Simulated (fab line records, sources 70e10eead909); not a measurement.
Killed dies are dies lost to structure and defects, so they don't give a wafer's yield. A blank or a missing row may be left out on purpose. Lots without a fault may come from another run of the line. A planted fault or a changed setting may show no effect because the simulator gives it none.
A struck lot beside a sound one | flow nand_harc | 14 steps out of a route of 1302
Sound: wafers L141.3, L141.4, L141.5. Struck: wafer L140.6. (L140.4, L140.5 of the same lot were not struck and are left out.) The cause comes at the end.
At each step with rows: each side's tool, then ch and its chambers, then its first start. Under that, the readings that differ: sound wafers | struck wafers | difference of the means | sigmas: that difference in standard deviations of wafers without a fault.
alike: readings whose means differ by less than 2 such deviations, and words and numbers that are the same on both sides. not compared: withheld readings, readings that some wafer has no value for, bounds like >300 that may hide the same value, and numbers for which the record gives no deviation and whose values overlap.
The two part at a step that has a row with sigmas, a row that says differs or no value, or rows on one side only. Numbers that don't overlap but have no deviation are shown without sigmas and don't part them. A reading that every wafer of one side lacks parts them only if that side has two wafers or more.

NHARC_A_CHANNEL_FILL_D2_STRIP_28: strips in O2, time 20 s.
  sound on rie_diel-10 ch 0,1,3, day 15 12:08; struck on rie_diel-10 ch 2, day 17 09:31
  alike: drypump_motor_current_A, o2_flow_sccm, oes_product_au, rf_vpp_V, showerhead_plenum_p_Torr, throttle_valve_pct
  not compared: rf_hours_counter_h
then, 4 steps without rows for these wafers: NHARC_A_CHANNEL_FILL_D2_PRECLEAN_21 (cleans in dHF, time 30 s); NHARC_A_CHANNEL_FILL_D2_SRD_23; NHARC_A_CHANNEL_FILL_D2_CVD_05 (deposits poly-Si, target thk 5 nm); NHARC_A_CHANNEL_FILL_D2_ANNEAL_22 (time 7200 s).
NHARC_A_CHANNEL_FILL_D2_THK_MEAS_06: measures by ellipsometry.
  sound on film_metro-02, day 16 00:09; struck on film_metro-01, day 17 21:43
  alike: thk_nm
NHARC_A_CHANNEL_FILL_D2_ALD_25: deposits SiOx, target thk 60 nm, pulse time 10 s, ald cycles 600.
  sound on ald_hk-03 ch 0,2, day 16 00:13; struck on ald_hk-02 ch 0, day 18 00:14
  alike: heater_power_w, precursor_pulse_height_rel
NHARC_A_CHANNEL_FILL_D2_ETCHBACK_08: etches the open film in C4F8, target depth 220 nm, time 110 s.
  sound on rie_diel-08 ch 1,2; struck on rie_diel-08 ch 1
  alike: oes_product_au, rf_vpp_V
  not compared: rf_hours_counter_h
NHARC_A_CHANNEL_FILL_D2_STRIP_29: strips in O2, time 20 s.
  sound on rie_diel-08 ch 1,3; struck on rie_diel-08 ch 3, day 18 03:29
  alike: drypump_motor_current_A, o2_flow_sccm, oes_product_au, rf_vpp_V, showerhead_plenum_p_Torr, throttle_valve_pct
  not compared: rf_hours_counter_h
then, 3 steps without rows for these wafers: NHARC_A_CHANNEL_FILL_D2_PRECLEAN_30 (cleans in dHF, time 30 s); NHARC_A_CHANNEL_FILL_D2_SRD_31; NHARC_A_CHANNEL_FILL_D2_CVD_09 (deposits poly-Si, target thk 150 nm, time 3000 s).
NHARC_A_CHANNEL_FILL_D2_CMP_10: polishes, target thk 150 nm.
  sound on cmp-02 ch 0,2, day 16 11:25; struck on cmp-02 ch 3, day 18 09:06
  reading                | sound          | struck | difference | sigmas
  time_to_endpoint_s (s) | 17.7 17.0 14.1 | 2.9    | -13.4      | -6
  alike: motor_current_A
then, 1 step without rows for these wafers: NHARC_END_SORT_01.

WHERE THEY PART
Only at NHARC_A_CHANNEL_FILL_D2_CMP_10, within this record.

WHY: what the simulator had put in
Process parameter drift: cmp-02, from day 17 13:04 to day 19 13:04, at NHARC_A_CHANNEL_FILL_D2_CMP_10. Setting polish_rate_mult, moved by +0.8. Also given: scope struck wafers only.
